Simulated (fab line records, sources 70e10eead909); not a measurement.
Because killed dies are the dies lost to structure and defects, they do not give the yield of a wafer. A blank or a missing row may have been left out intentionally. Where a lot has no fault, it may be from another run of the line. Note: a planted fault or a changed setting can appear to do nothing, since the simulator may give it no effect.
Matching of chambers ; flow nand harc ; 4 sister chambers for NHARC_A_WL_FILL_ALD_02 on ald metal-02
The step deposits TiN, target thk 2 nm, pulse time 3 s, ald cycles 100. 4 wafers are shown with their chamber, then 12 later ones without.

## WAFERS PAIRED WITH THEIR CHAMBERS
wafer;chamber;heater power w (W)
L087.1;2;1185
L090.1;0;1140
L090.2;1;935
L090.4;3;875

## WAFERS WHOSE CHAMBER IS MISSING
wafer;heater power w (W)
L091.2;875
L091.5;876
L091.6;1137
L091.1;921
L091.3;1148
L091.4;1106
L095.1;877
L095.2;1128
L095.4;1141
L096.2;924
L096.3;885
L096.6;921

## EACH ONE'S CHAMBER
wafer;from the rows above;in truth
L091.2;3;3
L091.5;3;3
L091.6;0;0
L091.1;1;1
L091.3;0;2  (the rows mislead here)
L091.4;0;0
L095.1;3;3
L095.2;0;0
L095.4;0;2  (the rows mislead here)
L096.2;1;1
L096.3;3;3
L096.6;1;1
Correct placement for 10 of the 12. Number that these rows cannot place: 0. Wrongly placed: 2.
How it was worked out, from the rows above alone: a wafer's distance from a chamber is the root of the sum, over the readings, of the square of ((its reading less the chamber's mean) divided by the reading's scatter). The wafer belongs to the nearest chamber; if the next one is less than 2 further off, it can't be placed. The mean given for a chamber averages the wafers shown for that chamber. The scatter: with one shown wafer a chamber, the root of the mean of the squares of how far each hidden wafer lies from its nearest shown one.
